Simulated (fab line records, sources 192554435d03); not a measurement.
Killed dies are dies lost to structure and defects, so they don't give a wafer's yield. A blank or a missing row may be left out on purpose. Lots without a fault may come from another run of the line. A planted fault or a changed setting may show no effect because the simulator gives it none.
Split-lot experiment | flow n5_finfet | 7 lots, 39 wafers read, on a route of 1938 steps

THE SPLIT
At N5_DUMMY_GATE_EXPOSE_12 (exposes mask GATE, target cd 25 nm), the setting dose_mj was moved away from the recipe's 34 on 15 of the 39 wafers read, by -6.6% to +5.9%. The other wafers ran this setting at the recipe's value.

FROM THE SPLIT TO THE READING: what the file shows between them, 7 steps
- N5_DUMMY_GATE_PEB_13: peb time 60 s
- N5_DUMMY_GATE_DEVELOP_14: develop time 30 s
- N5_DUMMY_GATE_CD_MEAS_15: target cd 25.8 nm
- N5_DUMMY_GATE_STRIP_38: strips in N2/H2
- N5_DUMMY_GATE_STRIP_39: strips in N2/H2
- N5_DUMMY_GATE_TRIM_49: chemistry O2, time 29 s, target cd 14 nm
- N5_DUMMY_GATE_STRIP_40: strips in CF4

THE READING
cd_nm, in nm, at N5_DUMMY_GATE_CD_MEAS_50 (target cd 14 nm). Fault-free wafers of this fab line usually give 14.0 nm, standard deviation 0.36 nm.

wafer  | tool, chamber at the split | dose_mj as run | against the recipe | cd_nm, nm | against lot-mates on the recipe
L074.1 | euv_scanner-01, 0          | 34             | recipe             | 13.8      | -
L074.2 | euv_scanner-01, 0          | 36             | +5.9%              | 13.1      | -0.7
L074.3 | euv_scanner-01, 0          | 36             | +5.9%              | 13.5      | -0.3
L074.4 | euv_scanner-01, 0          | 34             | recipe             | 13.7      | -
L074.5 | euv_scanner-01, 0          | 34             | recipe             | 14.0      | -
L074.6 | euv_scanner-01, 0          | 36             | +5.9%              | 13.0      | -0.8
L079.1 | euv_scanner-02, 0          | 31.75          | -6.6%              | 15.3      | +1.9
L079.2 | euv_scanner-02, 0          | 34             | recipe             | 13.5      | -
L079.3 | euv_scanner-02, 0          | 31.75          | -6.6%              | 15.6      | +2.2
L079.4 | euv_scanner-02, 0          | 31.75          | -6.6%              | 14.6      | +1.2
L079.5 | euv_scanner-02, 0          | 34             | recipe             | 13.6      | -
L079.6 | euv_scanner-02, 0          | 34             | recipe             | 13.1      | -
L080.1 | euv_scanner-02, 0          | 36.01          | +5.9%              | 13.6      | -0.6
L080.2 | euv_scanner-02, 0          | 34             | recipe             | 14.3      | -
L080.3 | euv_scanner-02, 0          | 34             | recipe             | 13.9      | -
L080.4 | euv_scanner-02, 0          | 36.01          | +5.9%              | 13.5      | -0.7
L080.5 | euv_scanner-02, 0          | 36.01          | +5.9%              | 12.8      | -1.4
L080.6 | euv_scanner-02, 0          | 34             | recipe             | 14.4      | -
L087.1 | euv_scanner-02, 0          | 34             | recipe             | 13.4      | -
L087.2 | euv_scanner-02, 0          | 34             | recipe             | 13.5      | -
L087.3 | euv_scanner-02, 0          | 35.7           | +5.0%              | 12.4      | -1.2
L087.4 | euv_scanner-02, 0          | 35.7           | +5.0%              | 12.3      | -1.3
L087.5 | euv_scanner-02, 0          | 34             | recipe             | 13.8      | -
L087.6 | euv_scanner-02, 0          | 35.7           | +5.0%              | 12.6      | -1.0
L090.4 | euv_scanner-01, 0          | 34             | recipe             | 14.0      | -
L090.5 | euv_scanner-01, 0          | 34             | recipe             | 13.6      | -
L090.6 | euv_scanner-01, 0          | 34             | recipe             | 14.2      | -
L093.1 | euv_scanner-01, 0          | 34             | recipe             | 13.9      | -
L093.2 | euv_scanner-01, 0          | 34             | recipe             | 14.2      | -
L093.3 | euv_scanner-01, 0          | 34             | recipe             | 14.0      | -
L093.4 | euv_scanner-01, 0          | 34             | recipe             | 13.5      | -
L093.5 | euv_scanner-01, 0          | 34             | recipe             | 13.8      | -
L093.6 | euv_scanner-01, 0          | 34             | recipe             | 14.0      | -
L096.1 | euv_scanner-02, 0          | 32.96          | -3.1%              | 15.0      | +1.0
L096.2 | euv_scanner-02, 0          | 34             | recipe             | 13.9      | -
L096.3 | euv_scanner-02, 0          | 34             | recipe             | 14.2      | -
L096.4 | euv_scanner-02, 0          | 32.96          | -3.1%              | 14.4      | +0.4
L096.5 | euv_scanner-02, 0          | 32.96          | -3.1%              | 14.9      | +0.9
L096.6 | euv_scanner-02, 0          | 34             | recipe             | 14.0      | -

THE FIT
A straight line over all 39 wafers: cd_nm changes by -0.177 nm for each +1% of dose_mj; r = -0.83; the points scatter about the line by 0.4 nm.
The same after taking each lot's own level away (the mean of its wafers on the recipe; 39 wafers): -0.199 nm for each +1%; r = -0.91; scatter 0.32 nm.
On that fit, the largest move of dose_mj shifts the reading by 1.3 nm.
The lots' own levels span 13.40 to 14.20 nm, that is 2.2 times the standard deviation above.
So the lot-to-lot level changes the slope: the two fits differ.
Check: with one of the wafers moved furthest among these (-6.6%) left out of the fit, the line predicts +1.33 nm for it against its lot-mates. It came out at +1.9 nm against them.

OTHER SPLITS ON THESE WAFERS
These wafers also went through other splits before the reading. Each is held against what the fit with the lots' levels taken away leaves over:
other split on the same wafers    | wafers away from the commonest value | r with cd_nm (lot level and that fit taken away)
N5_WELL_APT_IMPLANT_32 energy_kev | 12                                   | -0.05
N5_FIN_CUT_CUT_ETCH_26 source_w   | 12                                   | +0.14

THE WHOLE CHAIN: every reading that the file lists as answering this split, in the file's order
step                     | what it does                             | reading                                                           | change (the file's fit)               | r (the file's)
N5_DUMMY_GATE_CD_MEAS_15 | target cd 25.8 nm                        | cd_nm                                                             | -0.185 nm for each +1% of the setting | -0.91
N5_DUMMY_GATE_TRIM_49    | chemistry O2, time 29 s, target cd 14 nm | DUMMY_GATE.cd_nm (the simulator's own value, which no gauge read) | -0.194 nm for each +1% of the setting | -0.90
N5_DUMMY_GATE_CD_MEAS_50 | target cd 14 nm                          | cd_nm                                                             | -0.194 nm for each +1% of the setting | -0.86

THE FILE'S OWN FIT
cd_nm changes by -0.194 nm for each +1% of dose_mj, r = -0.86.
